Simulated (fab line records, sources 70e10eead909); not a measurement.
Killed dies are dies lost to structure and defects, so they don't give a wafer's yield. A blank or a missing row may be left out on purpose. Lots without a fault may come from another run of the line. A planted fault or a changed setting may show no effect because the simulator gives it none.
Chamber matching | flow nand_harc | NHARC_P_GATE_DESCUM_61 on rie_diel-04: 4 sister chambers
The step chemistry O2, time 3 s. 8 wafers are shown with their chamber, then 10 later ones without.

WAFERS WITH THEIR CHAMBER
wafer  | chamber | showerhead_plenum_p_Torr (Torr) | drypump_motor_current_A (A)
L747.1 | 0       | 2.01                            | 5.7
L748.3 | 0       | 2.00                            | 5.8
L748.4 | 2       | 1.83                            | 6.7
L749.1 | 3       | 2.02                            | 5.4
L749.2 | 2       | 1.83                            | 6.6
L749.5 | 1       | 1.93                            | 5.7
L750.1 | 1       | 1.92                            | 5.6
L750.2 | 3       | 2.02                            | 5.3

WAFERS WITHOUT THEIR CHAMBER
wafer  | showerhead_plenum_p_Torr (Torr) | drypump_motor_current_A (A)
L750.4 | 2.00                            | 5.7
L751.1 | 2.00                            | 5.7
L751.3 | 1.92                            | 5.7
L751.6 | 2.02                            | 5.3
L754.1 | 1.83                            | 6.6
L754.2 | 2.02                            | 5.3
L754.4 | 1.92                            | 5.7
L752.3 | 1.92                            | 5.6
L752.5 | 1.83                            | 6.6
L752.6 | 1.92                            | 5.6

WHICH CHAMBER EACH WENT THROUGH
wafer  | from the rows above | in truth
L750.4 | 0                   | 0
L751.1 | 0                   | 0
L751.3 | 1                   | 1
L751.6 | 3                   | 3
L754.1 | 2                   | 2
L754.2 | 3                   | 3
L754.4 | 1                   | 1
L752.3 | 1                   | 1
L752.5 | 2                   | 2
L752.6 | 1                   | 1
Placed correctly: 10 of 10. Can't be placed from these rows: 0. Placed wrongly: 0.
How it was worked out, from the rows above alone: a wafer's distance from a chamber is the root of the sum, over the readings, of the square of ((its reading less the chamber's mean) divided by the reading's scatter). The wafer belongs to the nearest chamber; if the next one is less than 2 further off, it can't be placed. A chamber's mean is the mean of its shown wafers. The scatter: the root of (the sum of the squares of (reading less its chamber's mean) over the shown wafers, divided by (wafers less chambers)).
